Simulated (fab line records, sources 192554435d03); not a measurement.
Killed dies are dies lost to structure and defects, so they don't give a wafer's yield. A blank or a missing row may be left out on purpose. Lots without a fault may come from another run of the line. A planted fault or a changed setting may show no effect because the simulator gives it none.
fab line records | flow n5_finfet
record lots=10 wafers=30 last_day=16
route steps=1938 shown BEOL_M10@1491 BEOL_M11@1536
lots that met no fault: from a run of the same line without faults
start_h: hours from the record's first day to the start of the lot's first wafer shown | wait_h: hours since the lot's step before | " the same as in the row above | L1.1+2: a row that stands for several wafers | - no value, or no start given | * or withheld: withheld | < > ~ a bound
route shown NAME@n: a module of which the file shows steps, and the number in the route of the first | usual: mean/standard deviation of fault-free wafers | same: alike in all rows | chamber/n: place in a boat | sites: the reading at each site | _std_site: their standard deviation | _edge_site: outer sites' mean less inner sites' | radius_mm: how far each site lies from the wafer's centre | mask NAME#n: copy n | behind: the tool/chamber that last shaped the wafer | hold: why the lot was held/for how many hours/how that ended | device: the transistor (n, p or np) that didn't switch | end of line: the same wafers' tests at the end of the route | a step without rows: its recipe alone | killed: dies lost to structure and defects at the first sort, not the wafer's yield | map: a wafer's dies, x killed, . not, _ none there
set.NAME: the setting as run; set.NAME@STEP: as run at that earlier step | model.NAME: the simulator's own value behind a step, which no gauge read
steps of the route over a sample of lots; a table a step, a row a wafer
services: from which hour (start_h, from the record's first day; less than 0 if before it) a tool's chamber was out of use, for how many hours, and why
## steps
# step N5_BEOL_M10_HM_OPEN_17
# recipe chemistry=Cl2/BCl3 target_depth_a=200 overetch_a=60 target=TiN mask_material=SOC ion_energy_ev=150 pressure_mtorr=10 icp_w=1000 bias_w=126 Cl2_flow_sccm=53.25 bcl3_flow_sccm=21.75 Ar_flow_sccm=25
# usual bcl3_flow_sccm=21.74/0.064 bias_w=126.0/0.34 drypump_motor_current_A=6.0/0.49 oes_product_au=0.68/0.033 throttle_valve_pct=22.13/0.2
# columns lot.wafer tool chamber start_h wait_h bcl3_flow_sccm bias_w drypump_motor_current_A oes_product_au rf_hours_counter_h throttle_valve_pct
L375.3 rie_metal-02 1 209.57 0.1 21.84 126.2 5.2 0.70 - 22.13
L375.4 " 0 " " 21.67 126.0 6.4 0.65 - 21.91
L375.6 " 1 " " 21.84 126.1 5.2 0.71 - 22.12
L378.1 rie_metal-02 1 238.19 0.0 21.82 126.3 5.2 0.70 31 22.15
L378.3 " 0 " " 21.93 125.8 6.4 0.65 - 21.92
L378.6 " 0 " " 21.69 125.7 6.4 0.65 - 21.90
L382.1 rie_metal-02 1 252.12 0.4 21.79 126.2 5.2 0.69 33 22.12
L382.2 " 0 " " 21.70 125.6 6.4 0.64 48 21.92
L382.3 " 0 " " 21.75 125.8 6.3 0.65 - 21.90
L385.2 rie_metal-01 1 283.05 0.0 21.80 126.1 5.8 0.65 44 22.18
L385.4 " 1 " " 21.76 126.0 5.8 0.65 - 22.16
L385.5 " 1 " " 21.78 125.9 5.8 0.65 - 22.15
L388.1 rie_metal-01 1 305.38 0.0 21.67 125.9 5.8 0.65 45 22.16
L388.3 " 1 " " 21.76 125.5 5.8 0.65 - 22.14
L388.5 " 0 " " 21.78 125.3 5.8 0.66 - 22.10
L392.1 rie_metal-03 0 325.66 0.0 21.80 126.1 6.5 0.67 35 22.11
L392.3 " 1 " " 21.77 126.0 6.2 0.71 - 22.52
L392.4 " 0 " " 21.75 125.9 6.5 0.68 - 22.09
L393.2 rie_metal-02 1 328.41 0.0 21.67 125.5 5.2 0.68 39 22.15
L393.4 " 1 " " 21.77 125.8 5.2 0.68 - 22.17
L393.5 " 0 " " 21.64 125.5 6.3 0.63 - 21.93
L394.1 rie_metal-03 1 331.36 0.0 21.73 126.1 6.1 0.71 17 22.52
L394.2 " 0 " " 21.73 126.4 6.5 0.67 36 22.09
L394.3 " 1 " " 21.74 125.7 6.2 0.71 - 22.54
L395.2 rie_metal-03 0 339.32 0.0 21.74 125.9 6.5 0.67 36 22.10
L395.3 " 1 " " 21.80 125.4 6.1 0.71 - 22.55
L395.5 " 1 " " 21.82 125.5 6.1 0.71 - 22.55
L396.2 rie_metal-02 1 346.57 0.0 21.73 125.8 5.2 0.67 41 22.14
L396.4 " 1 " " 21.69 126.0 5.2 0.67 - 22.15
L396.5 " 1 " " 21.72 125.6 5.2 0.67 - 22.15
# step N5_BEOL_M10_STRIP_19
# recipe chemistry=O2 power_w=400 temp_c=40 pressure_mtorr=30 rf_frequency_hz=6e+07 bias_power_w=0 overash_fraction=0.2 o2_flow_sccm=225
# usual drypump_motor_current_A=5.8/0.51 oes_product_au=0.77/0.074 rf_vpp_V=3.6/0.62 showerhead_plenum_p_Torr=2.12/0.05 throttle_valve_pct=16.77/0.28
# columns lot.wafer tool chamber start_h wait_h drypump_motor_current_A oes_product_au rf_hours_counter_h rf_vpp_V showerhead_plenum_p_Torr throttle_valve_pct
L375.3 rie_diel-02 3 209.85 0.2 5.8 0.75 130 3.5 2.11 17.01
L375.4 " 0 " " 6.6 0.85 65 3.4 2.20 16.61
L375.6 " 0 " " 6.6 0.84 - 3.4 2.20 16.60
L378.1 rie_diel-05 1 238.30 0.1 6.2 0.81 107 3.2 2.12 16.83
L378.3 " 3 " " 5.5 0.79 113 3.3 2.22 16.64
L378.6 " 1 " " 6.2 0.80 - 3.3 2.12 16.83
L382.1 rie_diel-06 3 252.35 0.2 5.7 0.80 113 4.0 2.12 16.86
L382.2 " 0 " " 6.4 0.68 231 3.1 2.08 17.13
L382.3 " 1 " " 5.7 0.67 231 3.3 2.17 16.92
L385.2 rie_diel-02 2 283.27 0.2 5.1 0.69 221 3.8 2.09 17.25
L385.4 " 0 " " 6.5 0.82 95 3.6 2.19 16.67
L385.5 " 1 " " 6.3 0.97 - 3.6 2.05 16.04
L388.1 rie_diel-02 1 305.51 0.1 6.2 0.94 13 3.8 2.04 16.06
L388.3 " 2 " " 5.1 0.69 228 3.2 2.09 17.26
L388.5 " 0 " " 6.6 0.80 - 3.2 2.19 16.69
L392.1 rie_diel-06 0 325.78 0.1 6.4 0.66 256 3.3 2.07 17.18
L392.3 " 3 " " 5.7 0.77 142 3.7 2.11 16.92
L392.4 " 2 " " 5.5 0.73 - 3.8 2.08 16.62
L393.2 rie_diel-05 2 328.52 0.1 4.9 0.70 241 3.0 2.16 16.56
L393.4 " 1 " " 6.2 0.77 141 4.1 2.11 16.88
L393.5 " 2 " " 4.9 0.69 - 2.6 2.16 16.56
L394.1 rie_diel-06 2 331.47 0.1 5.5 0.73 177 3.8 2.07 16.62
L394.2 " 1 " " 5.7 0.99 2 3.2 2.16 16.48
L394.3 " 3 " " 5.7 0.78 144 3.4 2.11 16.93
L395.2 rie_diel-02 0 339.43 0.1 6.5 0.79 110 4.1 2.18 16.71
L395.3 " 1 " " 6.3 0.91 26 3.5 2.04 16.06
L395.5 " 1 " " 6.3 0.91 - 3.5 2.04 16.09
L396.2 rie_diel-06 0 346.87 0.3 6.4 0.98 0 3.9 2.07 16.63
L396.4 " 3 " " 5.7 0.77 151 3.9 2.11 16.92
L396.5 " 2 " " 5.5 0.71 - 2.9 2.07 16.64
# step N5_BEOL_M10_RS_MEAS_57
# recipe thk_meas_gauge=four-point-probe reads=Cu_of_BEOL_M10_ECD_50+Co_of_BEOL_M10_CVD_75+TaN_of_BEOL_M10_ALD_74
# usual M10_RS=0.152/0.0034
# columns lot.wafer tool chamber start_h wait_h M10_RS[ohm/sq]
L375.3 film_metro-01 - 214.36 0.1 0.150
L375.4 " - " " 0.151
L375.6 " - " " 0.152
L378.1 film_metro-01 - 242.86 0.1 0.144
L378.3 " - " " 0.155
L378.6 " - " " 0.148
L382.1 film_metro-02 - 257.54 0.1 0.157
L382.2 " - " " 0.154
L382.3 " - " " 0.153
L385.2 film_metro-01 - 287.16 0.1 0.153
L385.4 " - " " 0.155
L385.5 " - " " 0.154
L388.1 film_metro-02 - 308.99 0.1 0.148
L388.3 " - " " 0.154
L388.5 " - " " 0.156
L392.1 film_metro-02 - 329.13 0.1 0.149
L392.3 " - " " 0.152
L392.4 " - " " 0.147
L393.2 film_metro-01 - 332.12 0.1 0.152
L393.4 " - " " 0.151
L393.5 " - " " 0.157
L394.1 film_metro-01 - 335.62 0.1 0.157
L394.2 " - " " 0.157
L394.3 " - " " 0.154
L395.2 film_metro-02 - 343.98 0.1 0.150
L395.3 " - " " 0.156
L395.5 " - " " 0.152
L396.2 film_metro-01 - 350.60 0.1 0.149
L396.4 " - " " 0.161
L396.5 " - " " 0.154
# step N5_BEOL_M11_ILD_DEP_00
# recipe material=SiCOH_lowk target_thk_a=3085.1 temp_c=300 precursor=DEMS/porogen pressure_torr=5 rf_w=500 time_s=58
# usual heater_power_w=336/56 showerhead_plenum_p_Torr=5.732/0.011 showerhead_vpp_V=1364/53 throttle_valve_pct=13.9/1.1
# columns lot.wafer tool chamber start_h wait_h heater_power_w showerhead_plenum_p_Torr showerhead_vpp_V throttle_valve_pct
L375.3 pecvd-02 2 214.43 0.0 288 5.735 1378 12.9
L375.4 " 2 " " 289 5.730 1368 12.6
L375.6 " 1 " " 324 5.746 1376 14.4
L378.1 pecvd-01 2 242.92 0.0 373 5.753 1229 12.2
L378.3 " 0 " " 321 5.727 1392 12.7
L378.6 " 1 " " 282 5.724 1425 16.1
L382.1 pecvd-04 2 257.60 0.0 385 5.752 1408 13.5
L382.2 " 1 " " 436 5.730 1276 14.3
L382.3 " 0 " " 277 5.725 1341 14.6
L385.2 pecvd-02 0 287.22 0.0 328 5.733 1372 13.8
L385.4 " 0 " " 333 5.735 1392 13.9
L385.5 " 2 " " 269 5.727 1342 12.9
L388.1 pecvd-02 2 309.06 0.0 282 5.716 1361 12.9
L388.3 " 1 " " 314 5.752 1375 14.4
L388.5 " 0 " " 297 5.729 1410 13.9
L392.1 pecvd-01 2 329.20 0.0 321 5.745 1272 12.1
L392.3 " 0 " " 351 5.710 1397 12.8
L392.4 " 1 " " 336 5.715 1445 15.9
L393.2 pecvd-04 1 332.18 0.0 404 5.723 1293 14.5
L393.4 " 1 " " 418 5.738 1288 14.3
L393.5 " 0 " " 291 5.700 1359 14.6
L394.1 pecvd-04 2 335.68 0.0 425 5.743 1419 13.4
L394.2 " 1 " " 433 5.742 1305 14.6
L394.3 " 0 " " 330 5.716 1336 14.6
L395.2 pecvd-04 1 344.04 0.0 428 5.720 1263 14.4
L395.3 " 0 " " 295 5.719 1347 14.4
L395.5 " 0 " " 299 5.722 1337 14.8
L396.2 pecvd-04 1 350.67 0.0 434 5.727 1302 14.6
L396.4 " 1 " " 446 5.727 1287 14.4
L396.5 " 2 " " 394 5.742 1427 13.6
# step N5_BEOL_M11_THK_MEAS_01
# recipe reads=SiCOH_lowk_of_BEOL_M11_ILD_DEP_00
# usual M11_ILD_THK=269/3.5
# columns lot.wafer tool chamber start_h wait_h M11_ILD_THK[nm]
L375.3 film_metro-02 - 215.02 0.3 260
L375.4 " - " " 262
L375.6 " - " " 267
L378.1 film_metro-01 - 243.51 0.4 268
L378.3 " - " " 269
L378.6 " - " " 272
L382.1 film_metro-01 - 258.19 0.4 270
L382.2 " - " " 268
L382.3 " - " " 265
L385.2 film_metro-02 - 287.81 0.4 265
L385.4 " - " " 269
L385.5 " - " " 269
L388.1 film_metro-02 - 309.65 0.4 267
L388.3 " - " " 255
L388.5 " - " " 271
L392.1 film_metro-01 - 329.79 0.4 269
L392.3 " - " " 267
L392.4 " - " " 273
L393.2 film_metro-02 - 333.25 0.7 267
L393.4 " - " " 271
L393.5 " - " " 265
L394.1 film_metro-02 - 336.32 0.4 269
L394.2 " - " " 268
L394.3 " - " " 263
L395.2 film_metro-01 - 344.63 0.4 270
L395.3 " - " " 264
L395.5 " - " " 270
L396.2 film_metro-02 - 351.26 0.4 266
L396.4 " - " " 272
L396.5 " - " " 273
## services
# columns tool chamber start_h hours kind
pecvd-02 0 192.85 6.5 repair
pecvd-01 - 195.58 6.0 pm
rie_diel-06 3 211.16 15.1 repair
pecvd-04 - 218.53 6.0 pm
rie_diel-02 2 226.34 13.2 repair
rie_diel-06 1 233.21 4.6 repair
pecvd-02 0 238.79 12.3 repair
rie_diel-06 - 242.52 0.3 repair
rie_metal-03 - 249.95 2.8 pm
rie_diel-02 1 251.75 - clean
rie_diel-02 1 251.75 - consumable_replace:focus_ring
rie_diel-02 1 251.75 19.5 scheduled_down
rie_diel-02 1 251.75 19.5 vent_cycle
pecvd-04 0 259.29 2.1 scheduled_down
pecvd-04 0 272.73 8.0 repair
pecvd-01 0 276.77 4.4 repair
pecvd-04 - 286.91 2.5 repair
rie_diel-06 0 289.58 6.3 repair
rie_metal-02 - 293.03 1.4 pm
rie_diel-05 3 300.97 6.5 repair
pecvd-04 2 305.03 5.5 scheduled_down
rie_diel-06 1 305.30 - clean
rie_diel-02 0 313.14 13.1 repair
pecvd-02 0 342.26 4.8 repair
## key
first_sign step=N5_BEOL_M11_THK_MEAS_01 reading=M11_ILD_THK direction=down sigmas=3.8 usual=269 struck=255
effect none on later readings
met_at N5_BEOL_M11_ILD_DEP_00
struck_lots L388
struck_wafers L388.3
not_acting_at N5_BEOL_M10_HM_OPEN_17,N5_BEOL_M10_STRIP_19,N5_BEOL_M10_RS_MEAS_57
onset_between 214.43 309.06
fault kind=process_parameter_drift tool=pecvd-02 chamber=1 onset_h=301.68 steps=N5_BEOL_M11_ILD_DEP_00 channel=target_thk_a offset=* shape=step end_h=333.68 acts_in=* stated=*
